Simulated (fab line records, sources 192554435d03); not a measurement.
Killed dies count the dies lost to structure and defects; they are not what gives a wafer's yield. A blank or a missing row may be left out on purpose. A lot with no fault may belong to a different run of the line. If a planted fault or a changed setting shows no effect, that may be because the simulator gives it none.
fab line records :: flow n5_finfet
[record]
  lots = 14
  wafers = 38
  last_day = 19
route steps=1938 shown BEOL_M13@1704 BEOL_M15@1827 MIM_TOP@1835 PASSIVATION@1936
lots that met no fault: from a run of the same line without faults
start_h: the number of hours between the record's first day and the start of the first shown wafer of the lot :: wait_h: hours since the lot's step before :: " unchanged from the row above :: L1.1+2: a single row standing in for several wafers :: - no value, or no start given :: * or withheld: withheld :: < > ~ a bound
route shown NAME@n: a module of which the file shows steps, and the number in the route of the first :: usual: the fault-free wafers' mean and standard deviation :: same: alike in all rows :: chamber/n: place in a boat :: sites: per-site readings :: _std_site: the standard deviation of these :: _edge_site: the outer-site mean with the inner-site mean subtracted :: radius_mm: for every site, how far away it sits from the centre of the wafer :: mask NAME#n: copy n :: behind: the most recent tool/chamber to have shaped the wafer :: hold: cause of the lot's hold/its duration in hours/its outcome :: device: the n, p or np transistor that did not switch :: end of line: tests run on the same wafers once the route is complete :: a step given without rows: its recipe and nothing more :: killed: not the wafer's yield, but the dies lost to structure and defects at the first sort :: map: the dies of a wafer, with x for killed, . for not killed, _ for no die there
set.NAME: the setting the step ran with; set.NAME@STEP: the setting that earlier step ran with :: model.NAME: the simulator's own value behind a step, which no gauge read
the route's steps for a sample of lots (tables are steps, rows are wafers)
services: the hour from which a tool's chamber was out of use, counted from the record's first day as start_h (under 0 if before that day), plus the number of hours and why
[[steps]]
[step N5_BEOL_M13_PRE_CLEAN_42]
[recipe]
  gas = H2/He
  time_s = 30
  temp_c = 250
[usual]
  heater_power_w = 332/31
lot.wafer: L396.2
tool: pvd_sputter-02
chamber: -
start_h: 260.14
wait_h: 0.0
heater_power_w: 365

lot.wafer: L396.3
tool: pvd_sputter-02
chamber: -
start_h: 260.14
wait_h: 0.0
heater_power_w: 321

lot.wafer: L396.6
tool: pvd_sputter-02
chamber: -
start_h: 260.14
wait_h: 0.0
heater_power_w: 377

lot.wafer: L399.1
tool: pvd_sputter-03
chamber: -
start_h: 274.08
wait_h: 0.0
heater_power_w: 327

lot.wafer: L399.5
tool: pvd_sputter-03
chamber: -
start_h: 274.08
wait_h: 0.0
heater_power_w: 294

lot.wafer: L399.6
tool: pvd_sputter-03
chamber: -
start_h: 274.08
wait_h: 0.0
heater_power_w: 378

lot.wafer: L401.3
tool: pvd_sputter-03
chamber: -
start_h: 290.31
wait_h: 0.0
heater_power_w: 297

lot.wafer: L401.4
tool: pvd_sputter-03
chamber: -
start_h: 290.31
wait_h: 0.0
heater_power_w: 289

lot.wafer: L401.6
tool: pvd_sputter-03
chamber: -
start_h: 290.31
wait_h: 0.0
heater_power_w: 338

lot.wafer: L400.1
tool: pvd_sputter-02
chamber: -
start_h: 290.99
wait_h: 0.0
heater_power_w: 333

lot.wafer: L400.3
tool: pvd_sputter-02
chamber: -
start_h: 290.99
wait_h: 0.0
heater_power_w: 368

lot.wafer: L400.6
tool: pvd_sputter-02
chamber: -
start_h: 290.99
wait_h: 0.0
heater_power_w: 367

lot.wafer: L403.2
tool: pvd_sputter-03
chamber: -
start_h: 293.19
wait_h: 0.0
heater_power_w: 332

lot.wafer: L403.4
tool: pvd_sputter-03
chamber: -
start_h: 293.19
wait_h: 0.0
heater_power_w: 301

lot.wafer: L403.5
tool: pvd_sputter-03
chamber: -
start_h: 293.19
wait_h: 0.0
heater_power_w: 298

lot.wafer: L406.2
tool: pvd_sputter-02
chamber: -
start_h: 309.82
wait_h: 0.0
heater_power_w: 317

lot.wafer: L406.4
tool: pvd_sputter-02
chamber: -
start_h: 309.82
wait_h: 0.0
heater_power_w: 367

lot.wafer: L406.6
tool: pvd_sputter-02
chamber: -
start_h: 309.82
wait_h: 0.0
heater_power_w: 321

lot.wafer: L407.3
tool: pvd_sputter-02
chamber: -
start_h: 315.64
wait_h: 0.0
heater_power_w: 332

lot.wafer: L407.4
tool: pvd_sputter-02
chamber: -
start_h: 315.64
wait_h: 0.0
heater_power_w: 328

lot.wafer: L407.5
tool: pvd_sputter-02
chamber: -
start_h: 315.64
wait_h: 0.0
heater_power_w: 355

lot.wafer: L409.1
tool: pvd_sputter-02
chamber: -
start_h: 328.85
wait_h: 0.0
heater_power_w: 324

lot.wafer: L409.2
tool: pvd_sputter-02
chamber: -
start_h: 328.85
wait_h: 0.0
heater_power_w: 331

lot.wafer: L409.3
tool: pvd_sputter-02
chamber: -
start_h: 328.85
wait_h: 0.0
heater_power_w: 320

lot.wafer: L411.1
tool: pvd_sputter-02
chamber: -
start_h: 342.78
wait_h: 0.0
heater_power_w: 365

lot.wafer: L411.2
tool: pvd_sputter-02
chamber: -
start_h: 342.78
wait_h: 0.0
heater_power_w: 316

lot.wafer: L411.3
tool: pvd_sputter-02
chamber: -
start_h: 342.78
wait_h: 0.0
heater_power_w: 319

lot.wafer: L413.2
tool: pvd_sputter-01
chamber: -
start_h: 381.11
wait_h: 0.0
heater_power_w: 352

lot.wafer: L413.4
tool: pvd_sputter-01
chamber: -
start_h: 381.11
wait_h: 0.0
heater_power_w: 282

lot.wafer: L415.1
tool: pvd_sputter-03
chamber: -
start_h: 389.75
wait_h: 0.0
heater_power_w: 301

lot.wafer: L415.5
tool: pvd_sputter-03
chamber: -
start_h: 389.75
wait_h: 0.0
heater_power_w: 299

lot.wafer: L414.4
tool: pvd_sputter-03
chamber: -
start_h: 390.63
wait_h: 0.0
heater_power_w: 342

lot.wafer: L414.5
tool: pvd_sputter-03
chamber: -
start_h: 390.63
wait_h: 0.0
heater_power_w: 392

lot.wafer: L414.6
tool: pvd_sputter-03
chamber: -
start_h: 390.63
wait_h: 0.0
heater_power_w: 290

lot.wafer: L418.1
tool: pvd_sputter-02
chamber: -
start_h: 419.12
wait_h: 0.0
heater_power_w: 316

lot.wafer: L418.3
tool: pvd_sputter-02
chamber: -
start_h: 419.12
wait_h: 0.0
heater_power_w: 317

lot.wafer: L419.2
tool: pvd_sputter-03
chamber: -
start_h: 419.19
wait_h: 0.0
heater_power_w: 295

lot.wafer: L419.3
tool: pvd_sputter-03
chamber: -
start_h: 419.19
wait_h: 0.0
heater_power_w: 333
[step N5_BEOL_M15_DEP_53]
[recipe]
  material = SiCN
  target_thk_a = 500
  temp_c = withheld
  precursor = 3MS/NH3
  pressure_torr = 3
  rf_w = 675
  time_s = 17.8
[usual]
  showerhead_plenum_p_Torr = 4.166/0.023
  throttle_valve_pct = 18.4/0.81
lot.wafer: L396.2
tool: pecvd-02
chamber: 1
start_h: 280.30
wait_h: 0.0
showerhead_plenum_p_Torr: 4.176
throttle_valve_pct: 18.0

lot.wafer: L396.3
tool: pecvd-02
chamber: 2
start_h: 280.30
wait_h: 0.0
showerhead_plenum_p_Torr: 4.173
throttle_valve_pct: 17.3

lot.wafer: L396.6
tool: pecvd-02
chamber: 1
start_h: 280.30
wait_h: 0.0
showerhead_plenum_p_Torr: 4.171
throttle_valve_pct: 18.2

lot.wafer: L399.1
tool: pecvd-01
chamber: 2
start_h: 291.14
wait_h: 0.0
showerhead_plenum_p_Torr: 4.183
throttle_valve_pct: 18.3

lot.wafer: L399.5
tool: pecvd-01
chamber: 1
start_h: 291.14
wait_h: 0.0
showerhead_plenum_p_Torr: 4.192
throttle_valve_pct: 18.1

lot.wafer: L399.6
tool: pecvd-01
chamber: 2
start_h: 291.14
wait_h: 0.0
showerhead_plenum_p_Torr: 4.173
throttle_valve_pct: 17.7

lot.wafer: L401.3
tool: pecvd-01
chamber: 0
start_h: 305.60
wait_h: 0.0
showerhead_plenum_p_Torr: 4.133
throttle_valve_pct: 18.2

lot.wafer: L401.4
tool: pecvd-01
chamber: 0
start_h: 305.60
wait_h: 0.0
showerhead_plenum_p_Torr: 4.121
throttle_valve_pct: 18.3

lot.wafer: L401.6
tool: pecvd-01
chamber: 2
start_h: 305.60
wait_h: 0.0
showerhead_plenum_p_Torr: 4.172
throttle_valve_pct: 18.3

lot.wafer: L400.1
tool: pecvd-04
chamber: 0
start_h: 306.05
wait_h: 0.0
showerhead_plenum_p_Torr: 4.118
throttle_valve_pct: 20.0

lot.wafer: L400.3
tool: pecvd-04
chamber: 1
start_h: 306.05
wait_h: 0.0
showerhead_plenum_p_Torr: 4.187
throttle_valve_pct: 19.3

lot.wafer: L400.6
tool: pecvd-04
chamber: 0
start_h: 306.05
wait_h: 0.0
showerhead_plenum_p_Torr: 4.100
throttle_valve_pct: 20.5

lot.wafer: L403.2
tool: pecvd-01
chamber: 0
start_h: 308.69
wait_h: 0.0
showerhead_plenum_p_Torr: 4.127
throttle_valve_pct: 18.2

lot.wafer: L403.4
tool: pecvd-01
chamber: 1
start_h: 308.69
wait_h: 0.0
showerhead_plenum_p_Torr: 4.177
throttle_valve_pct: 18.0

lot.wafer: L403.5
tool: pecvd-01
chamber: 2
start_h: 308.69
wait_h: 0.0
showerhead_plenum_p_Torr: 4.176
throttle_valve_pct: 17.8

lot.wafer: L406.2
tool: pecvd-01
chamber: 1
start_h: 326.44
wait_h: 0.0
showerhead_plenum_p_Torr: 4.175
throttle_valve_pct: 18.0

lot.wafer: L406.4
tool: pecvd-01
chamber: 1
start_h: 326.44
wait_h: 0.0
showerhead_plenum_p_Torr: 4.175
throttle_valve_pct: 18.0

lot.wafer: L406.6
tool: pecvd-01
chamber: 2
start_h: 326.44
wait_h: 0.0
showerhead_plenum_p_Torr: 4.186
throttle_valve_pct: 18.1

lot.wafer: L407.3
tool: pecvd-01
chamber: 1
start_h: 329.39
wait_h: 0.0
showerhead_plenum_p_Torr: 4.180
throttle_valve_pct: 18.3

lot.wafer: L407.4
tool: pecvd-01
chamber: 0
start_h: 329.39
wait_h: 0.0
showerhead_plenum_p_Torr: 4.136
throttle_valve_pct: 18.5

lot.wafer: L407.5
tool: pecvd-01
chamber: 1
start_h: 329.39
wait_h: 0.0
showerhead_plenum_p_Torr: 4.173
throttle_valve_pct: 18.0

lot.wafer: L409.1
tool: pecvd-04
chamber: 1
start_h: 342.88
wait_h: 0.0
showerhead_plenum_p_Torr: 4.191
throttle_valve_pct: 18.8

lot.wafer: L409.2
tool: pecvd-04
chamber: 0
start_h: 342.88
wait_h: 0.0
showerhead_plenum_p_Torr: 4.117
throttle_valve_pct: 20.2

lot.wafer: L409.3
tool: pecvd-04
chamber: 2
start_h: 342.88
wait_h: 0.0
showerhead_plenum_p_Torr: 4.179
throttle_valve_pct: 17.7

lot.wafer: L411.1
tool: pecvd-02
chamber: 1
start_h: 355.04
wait_h: 0.0
showerhead_plenum_p_Torr: 4.169
throttle_valve_pct: 18.0

lot.wafer: L411.2
tool: pecvd-02
chamber: 2
start_h: 355.04
wait_h: 0.0
showerhead_plenum_p_Torr: 4.160
throttle_valve_pct: 17.2

lot.wafer: L411.3
tool: pecvd-02
chamber: 0
start_h: 355.04
wait_h: 0.0
showerhead_plenum_p_Torr: 4.179
throttle_valve_pct: 19.1

lot.wafer: L413.2
tool: pecvd-02
chamber: 1
start_h: 394.68
wait_h: 0.0
showerhead_plenum_p_Torr: 4.176
throttle_valve_pct: 17.9

lot.wafer: L413.4
tool: pecvd-02
chamber: 0
start_h: 394.68
wait_h: 0.0
showerhead_plenum_p_Torr: 4.162
throttle_valve_pct: 19.1

lot.wafer: L415.1
tool: pecvd-01
chamber: 1
start_h: 408.23
wait_h: 0.0
showerhead_plenum_p_Torr: 4.177
throttle_valve_pct: 18.0

lot.wafer: L415.5
tool: pecvd-01
chamber: 1
start_h: 408.23
wait_h: 0.0
showerhead_plenum_p_Torr: 4.185
throttle_valve_pct: 17.9

lot.wafer: L414.4
tool: pecvd-04
chamber: 0
start_h: 408.88
wait_h: 0.0
showerhead_plenum_p_Torr: 4.123
throttle_valve_pct: 20.1

lot.wafer: L414.5
tool: pecvd-04
chamber: 2
start_h: 408.88
wait_h: 0.0
showerhead_plenum_p_Torr: 4.174
throttle_valve_pct: 17.7

lot.wafer: L414.6
tool: pecvd-04
chamber: 0
start_h: 408.88
wait_h: 0.0
showerhead_plenum_p_Torr: 4.122
throttle_valve_pct: 20.2

lot.wafer: L418.1
tool: pecvd-01
chamber: 1
start_h: 432.70
wait_h: 0.0
showerhead_plenum_p_Torr: 4.178
throttle_valve_pct: 18.2

lot.wafer: L418.3
tool: pecvd-01
chamber: 1
start_h: 432.70
wait_h: 0.0
showerhead_plenum_p_Torr: 4.172
throttle_valve_pct: 18.3

lot.wafer: L419.2
tool: pecvd-04
chamber: 2
start_h: 432.92
wait_h: 0.0
showerhead_plenum_p_Torr: 4.175
throttle_valve_pct: 17.6

lot.wafer: L419.3
tool: pecvd-04
chamber: 0
start_h: 432.92
wait_h: 0.0
showerhead_plenum_p_Torr: 4.120
throttle_valve_pct: 20.1
[step N5_MIM_TOP_ALD_01]
[recipe]
  material = HfO2
  target_thk_a = 56
  temp_c = withheld
  ald_precursor_family = Hf-amide
  ald_co_reactant = O3
  pulse_time_s = 1
  purge_time_s = 3
  co_reactant_purge_time_s = 2
  co_reactant_pulse_time_s = 3
  ald_cycles = 62
[usual]
  precursor_pulse_height_rel = 0.999/0.02
[same]
  co_reactant_purge_time_s = 2
lot.wafer: L396.2
tool: ald_hk-03
chamber: 1
start_h: -
wait_h: -
precursor_pulse_height_rel: 0.999

lot.wafer: L396.3
tool: ald_hk-03
chamber: 2
start_h: -
wait_h: -
precursor_pulse_height_rel: 0.993

lot.wafer: L396.6
tool: ald_hk-03
chamber: 2
start_h: -
wait_h: -
precursor_pulse_height_rel: 1.028

lot.wafer: L399.1
tool: ald_hk-03
chamber: 2
start_h: -
wait_h: -
precursor_pulse_height_rel: 1.012

lot.wafer: L399.5
tool: ald_hk-03
chamber: 2
start_h: -
wait_h: -
precursor_pulse_height_rel: 0.996

lot.wafer: L399.6
tool: ald_hk-03
chamber: 3
start_h: -
wait_h: -
precursor_pulse_height_rel: 1.001

lot.wafer: L401.3
tool: ald_hk-01
chamber: 3
start_h: -
wait_h: -
precursor_pulse_height_rel: 1.014

lot.wafer: L401.4
tool: ald_hk-01
chamber: 0
start_h: -
wait_h: -
precursor_pulse_height_rel: 1.022

lot.wafer: L401.6
tool: ald_hk-01
chamber: 1
start_h: -
wait_h: -
precursor_pulse_height_rel: 1.036

lot.wafer: L400.1
tool: ald_hk-03
chamber: 1
start_h: -
wait_h: -
precursor_pulse_height_rel: 0.989

lot.wafer: L400.3
tool: ald_hk-03
chamber: 3
start_h: -
wait_h: -
precursor_pulse_height_rel: 0.999

lot.wafer: L400.6
tool: ald_hk-03
chamber: 1
start_h: -
wait_h: -
precursor_pulse_height_rel: 0.982

lot.wafer: L403.2
tool: ald_hk-02
chamber: 2
start_h: -
wait_h: -
precursor_pulse_height_rel: 1.018

lot.wafer: L403.4
tool: ald_hk-02
chamber: 0
start_h: -
wait_h: -
precursor_pulse_height_rel: 1.025

lot.wafer: L403.5
tool: ald_hk-02
chamber: 3
start_h: -
wait_h: -
precursor_pulse_height_rel: 0.986

lot.wafer: L406.2
tool: ald_hk-01
chamber: 1
start_h: -
wait_h: -
precursor_pulse_height_rel: 1.012

lot.wafer: L406.4
tool: ald_hk-01
chamber: 0
start_h: -
wait_h: -
precursor_pulse_height_rel: 0.974

lot.wafer: L406.6
tool: ald_hk-01
chamber: 2
start_h: -
wait_h: -
precursor_pulse_height_rel: 0.978

lot.wafer: L407.3
tool: ald_hk-02
chamber: 1
start_h: -
wait_h: -
precursor_pulse_height_rel: 1.003

lot.wafer: L407.4
tool: ald_hk-02
chamber: 2
start_h: -
wait_h: -
precursor_pulse_height_rel: 1.004

lot.wafer: L407.5
tool: ald_hk-02
chamber: 2
start_h: -
wait_h: -
precursor_pulse_height_rel: 0.997

lot.wafer: L409.1
tool: ald_hk-03
chamber: 0
start_h: -
wait_h: -
precursor_pulse_height_rel: 0.986

lot.wafer: L409.2
tool: ald_hk-03
chamber: 1
start_h: -
wait_h: -
precursor_pulse_height_rel: 1.058

lot.wafer: L409.3
tool: ald_hk-03
chamber: 2
start_h: -
wait_h: -
precursor_pulse_height_rel: 0.968

lot.wafer: L411.1
tool: ald_hk-01
chamber: 1
start_h: -
wait_h: -
precursor_pulse_height_rel: 0.946

lot.wafer: L411.2
tool: ald_hk-01
chamber: 3
start_h: -
wait_h: -
precursor_pulse_height_rel: 1.012

lot.wafer: L411.3
tool: ald_hk-01
chamber: 0
start_h: -
wait_h: -
precursor_pulse_height_rel: 0.982

lot.wafer: L413.2
tool: ald_hk-01
chamber: 2
start_h: -
wait_h: -
precursor_pulse_height_rel: 1.008

lot.wafer: L413.4
tool: ald_hk-01
chamber: 1
start_h: -
wait_h: -
precursor_pulse_height_rel: 1.013

lot.wafer: L415.1
tool: ald_hk-03
chamber: 0
start_h: -
wait_h: -
precursor_pulse_height_rel: 0.982

lot.wafer: L415.5
tool: ald_hk-03
chamber: 2
start_h: -
wait_h: -
precursor_pulse_height_rel: 0.995

lot.wafer: L414.4
tool: ald_hk-02
chamber: 1
start_h: -
wait_h: -
precursor_pulse_height_rel: 1.007

lot.wafer: L414.5
tool: ald_hk-02
chamber: 1
start_h: -
wait_h: -
precursor_pulse_height_rel: 0.992

lot.wafer: L414.6
tool: ald_hk-02
chamber: 2
start_h: -
wait_h: -
precursor_pulse_height_rel: 1.000

lot.wafer: L418.1
tool: ald_hk-02
chamber: 3
start_h: -
wait_h: -
precursor_pulse_height_rel: 0.997

lot.wafer: L418.3
tool: ald_hk-02
chamber: 2
start_h: -
wait_h: -
precursor_pulse_height_rel: 0.966

lot.wafer: L419.2
tool: ald_hk-03
chamber: 1
start_h: -
wait_h: -
precursor_pulse_height_rel: 1.003

lot.wafer: L419.3
tool: ald_hk-03
chamber: 3
start_h: -
wait_h: -
precursor_pulse_height_rel: 0.983
[step N5_PASSIVATION_PROBE_49]
[usual]
  defect_limited_yield = 91.0/1.6
  killed_at_M0_to_M3 = 35/11
  killed_at_M4_up = 14/5.3
  killed_at_contacts = 13/6.7
  killed_at_front_end = 41/12
  killed_at_other = 3.9/2.7
  killed_dies = 106/19
  killed_open = 70/14
  killed_short = 35/8.8
  sort_bin_4_leakage = 0.01/0.058
  sort_bin_5_function = 5.3/1
  sort_bin_6_memory = 3.3/0.81
  sort_n_pass = 1073/19
  sort_yield_pct = 91.0/1.6
[same]
  gross_dies = 1180
  killed_at_back_side = 0
  sort_bin_8_speed[%] = 0
lot.wafer: L407.3
tool: prober-01
chamber: -
start_h: 343.85
wait_h: 0.1
defect_limited_yield[%]: 83.1
killed_at_M0_to_M3: 33
killed_at_M4_up: 124
killed_at_contacts: 9
killed_at_front_end: 28
killed_at_other: 5
killed_dies: 199
killed_open: 55
killed_short: 20
sort_bin_4_leakage[%]: 0
sort_bin_5_function[%]: 10.7
sort_bin_6_memory[%]: 3.3
sort_n_pass: 981
sort_yield_pct[%]: 83.1

lot.wafer: L407.4
tool: prober-01
chamber: -
start_h: 343.90
wait_h: 0.2
defect_limited_yield[%]: 82.0
killed_at_M0_to_M3: 39
killed_at_M4_up: 131
killed_at_contacts: 8
killed_at_front_end: 27
killed_at_other: 7
killed_dies: 212
killed_open: 64
killed_short: 30
sort_bin_4_leakage[%]: 0
sort_bin_5_function[%]: 11.4
sort_bin_6_memory[%]: 4.5
sort_n_pass: 968
sort_yield_pct[%]: 82.0

lot.wafer: L407.5
tool: prober-01
chamber: -
start_h: 343.95
wait_h: 0.2
defect_limited_yield[%]: 81.8
killed_at_M0_to_M3: 33
killed_at_M4_up: 126
killed_at_contacts: 13
killed_at_front_end: 35
killed_at_other: 8
killed_dies: 215
killed_open: 67
killed_short: 33
sort_bin_4_leakage[%]: 0
sort_bin_5_function[%]: 12.4
sort_bin_6_memory[%]: 3.8
sort_n_pass: 965
sort_yield_pct[%]: 81.8

lot.wafer: L409.1
tool: prober-02
chamber: -
start_h: 358.37
wait_h: 0.0
defect_limited_yield[%]: 79.3
killed_at_M0_to_M3: 33
killed_at_M4_up: 139
killed_at_contacts: 16
killed_at_front_end: 48
killed_at_other: 8
killed_dies: 244
killed_open: 77
killed_short: 51
sort_bin_4_leakage[%]: 0
sort_bin_5_function[%]: 14.2
sort_bin_6_memory[%]: 4.4
sort_n_pass: 936
sort_yield_pct[%]: 79.3

lot.wafer: L409.2
tool: prober-02
chamber: -
start_h: 358.42
wait_h: 0.1
defect_limited_yield[%]: 80.1
killed_at_M0_to_M3: 51
killed_at_M4_up: 130
killed_at_contacts: 17
killed_at_front_end: 32
killed_at_other: 5
killed_dies: 235
killed_open: 73
killed_short: 50
sort_bin_4_leakage[%]: 0
sort_bin_5_function[%]: 13.3
sort_bin_6_memory[%]: 4.2
sort_n_pass: 945
sort_yield_pct[%]: 80.1

lot.wafer: L409.3
tool: prober-02
chamber: -
start_h: 358.47
wait_h: 0.1
defect_limited_yield[%]: 81.1
killed_at_M0_to_M3: 37
killed_at_M4_up: 125
killed_at_contacts: 13
killed_at_front_end: 43
killed_at_other: 5
killed_dies: 223
killed_open: 71
killed_short: 36
sort_bin_4_leakage[%]: 0
sort_bin_5_function[%]: 12.7
sort_bin_6_memory[%]: 4.2
sort_n_pass: 957
sort_yield_pct[%]: 81.1

lot.wafer: L411.1
tool: prober-02
chamber: -
start_h: 369.64
wait_h: 0.0
defect_limited_yield[%]: 82.4
killed_at_M0_to_M3: 36
killed_at_M4_up: 131
killed_at_contacts: 15
killed_at_front_end: 24
killed_at_other: 2
killed_dies: 208
killed_open: 62
killed_short: 33
sort_bin_4_leakage[%]: 0
sort_bin_5_function[%]: 11.7
sort_bin_6_memory[%]: 3.9
sort_n_pass: 972
sort_yield_pct[%]: 82.4

lot.wafer: L411.2
tool: prober-02
chamber: -
start_h: 369.69
wait_h: 0.1
defect_limited_yield[%]: 85.3
killed_at_M0_to_M3: 15
killed_at_M4_up: 129
killed_at_contacts: 1
killed_at_front_end: 29
killed_at_other: 0
killed_dies: 174
killed_open: 45
killed_short: 14
sort_bin_4_leakage[%]: 0
sort_bin_5_function[%]: 9.5
sort_bin_6_memory[%]: 3.1
sort_n_pass: 1006
sort_yield_pct[%]: 85.3

lot.wafer: L411.3
tool: prober-02
chamber: -
start_h: 369.74
wait_h: 0.1
defect_limited_yield[%]: 83.9
killed_at_M0_to_M3: 16
killed_at_M4_up: 122
killed_at_contacts: 11
killed_at_front_end: 40
killed_at_other: 1
killed_dies: 190
killed_open: 49
killed_short: 26
sort_bin_4_leakage[%]: 0
sort_bin_5_function[%]: 10.7
sort_bin_6_memory[%]: 4.0
sort_n_pass: 990
sort_yield_pct[%]: 83.9
// killed by level:class
L407.3 BEOL_M13:unspecified=116 BEOL_M0_SAQP:geometric_particle:open=9 STI_FIN_REVEAL:geometric_particle:open=8 MOL_CONTACT_COAG:geometric_particle:open=7 BEOL_M1:geometric_particle:open=6 BEOL_M2:geometric_particle:open=5 BEOL_M3:geometric_particle:open=5 HKMG_FIN:area_etch=5
L407.4 BEOL_M13:unspecified=117 BEOL_M3:geometric_particle:open=12 BEOL_M4:geometric_particle:open=9 BEOL_M1:geometric_particle:open=8 DUMMY_GATE:geometric_particle:open=6 MOL_CONTACT_COAG:geometric_particle:open=6 BEOL_M2:geometric_particle:open=6 BEOL_M2:geometric_particle:short=4
L407.5 BEOL_M13:unspecified=113 MOL_CONTACT_COAG:geometric_particle:open=12 FIN_SAQP:geometric_particle:short=11 BEOL_M1:geometric_particle:open=10 FIN_SAQP:geometric_particle:open=8 BEOL_M2:geometric_particle:open=8 BEOL_M4:geometric_particle:open=6 BEOL_M3:geometric_particle:open=5
L409.1 BEOL_M13:unspecified=116 STI_FIN_REVEAL:geometric_particle:open=16 BEOL_M4:geometric_particle:open=14 BEOL_M0_SAQP:geometric_particle:short=12 MOL_CONTACT_COAG:geometric_particle:open=11 FIN_SAQP:geometric_particle:open=8 BEOL_M0_SAQP:geometric_particle:open=8 GATE_CUT:geometric_particle:short=6
L409.2 BEOL_M13:unspecified=111 MOL_CONTACT_COAG:geometric_particle:open=15 BEOL_M0_SAQP:geometric_particle:short=13 BEOL_M0_SAQP:geometric_particle:open=11 BEOL_M4:geometric_particle:open=10 FIN_SAQP:geometric_particle:open=9 FIN_SAQP:geometric_particle:short=9 BEOL_M0:geometric_particle:open=9
L409.3 BEOL_M13:unspecified=116 FIN_SAQP:geometric_particle:open=16 BEOL_M0_SAQP:geometric_particle:short=12 MOL_CONTACT_COAG:geometric_particle:open=10 FIN_SAQP:geometric_particle:short=9 BEOL_M3:geometric_particle:open=9 BEOL_M4:geometric_particle:open=7 STI_FIN_REVEAL:geometric_particle:open=7
L411.1 BEOL_M13:unspecified=113 MOL_CONTACT_COAG:geometric_particle:open=13 BEOL_M0_SAQP:geometric_particle:short=11 BEOL_M0_SAQP:geometric_particle:open=8 BEOL_M4:geometric_particle:open=8 STI_FIN_REVEAL:geometric_particle:open=6 BEOL_M1:geometric_particle:open=6 BEOL_M1:geometric_particle:short=5
L411.2 BEOL_M13:unspecified=112 BEOL_M0_SAQP:geometric_particle:open=7 BEOL_M4:geometric_particle:open=7 FIN_SAQP:geometric_particle:open=5 STI_FIN_REVEAL:geometric_particle:open=5 BEOL_M0_SAQP:geometric_particle:short=5 BEOL_M5:geometric_particle:open=3 STARTING-WAFER:geometric_particle:open=3
L411.3 BEOL_M13:unspecified=114 FIN_SAQP:geometric_particle:open=9 MOL_CONTACT_COAG:geometric_particle:open=9 FIN_SAQP:geometric_particle:short=8 STI_FIN_REVEAL:geometric_particle:open=5 BEOL_M1:geometric_particle:open=5 BEOL_M0_SAQP:geometric_particle:short=4 STI_FIN_REVEAL:geometric_particle:short=3
[[services]]
tool: ald_hk-01
chamber: -
start_h: 254.59
hours: 6.0
kind: pm

tool: pecvd-02
chamber: -
start_h: 264.28
hours: 5.5
kind: pm

tool: pvd_sputter-03
chamber: -
start_h: 294.50
hours: 0.8
kind: repair

tool: pecvd-04
chamber: 1
start_h: 307.59
hours: 2.1
kind: scheduled_down

tool: pecvd-02
chamber: 1
start_h: 369.50
hours: 7.5
kind: repair

tool: pecvd-01
chamber: 2
start_h: 372.71
hours: 5.5
kind: scheduled_down

tool: pvd_sputter-03
chamber: -
start_h: 376.74
hours: 2.5
kind: repair

tool: pecvd-01
chamber: -
start_h: 391.84
hours: 0.6
kind: repair

tool: pecvd-04
chamber: -
start_h: 393.60
hours: 1.3
kind: repair

tool: pecvd-04
chamber: 1
start_h: 395.23
hours: 5.5
kind: scheduled_down

tool: pvd_sputter-01
chamber: -
start_h: 396.40
hours: 1.4
kind: repair

tool: pvd_sputter-02
chamber: -
start_h: 410.52
hours: 0.9
kind: repair

tool: pvd_sputter-02
chamber: -
start_h: 415.84
hours: 1.9
kind: repair

tool: pvd_sputter-01
chamber: -
start_h: 421.49
hours: 1.7
kind: repair

tool: ald_hk-02
chamber: -
start_h: 425.18
hours: 2.8
kind: pm

tool: pecvd-02
chamber: 1
start_h: 429.80
hours: 3.5
kind: repair

tool: pvd_sputter-03
chamber: -
start_h: 432.98
hours: 1.1
kind: repair
[[key]]
[first_sign]
  step = N5_PASSIVATION_PROBE_49
  reading = killed_at_M4_up
  direction = up
  sigmas = 22
  usual = 14
  struck = 129
[effect]
  step = N5_PASSIVATION_PROBE_49
  reading = defect_limited_yield
  direction = down
  sigmas = 5.4
  usual = 91.0
  struck = 82.1
[more_kills_born_at]
  N5_BEOL_M13_PRE_CLEAN_42@pvd_sputter-02 = 1028
met_at N5_BEOL_M13_PRE_CLEAN_42
struck_lots L407,L409,L411
not_acting_at N5_BEOL_M15_DEP_53,N5_MIM_TOP_ALD_01
onset_between 309.82 315.64
[fault]
  kind = chamber_particle_source
  tool = pvd_sputter-02
  chamber = -
  onset_h = 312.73
  steps = N5_BEOL_M13_PRE_CLEAN_42
  rate_per_visit_cm2 = 0.7399
  end_h = 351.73
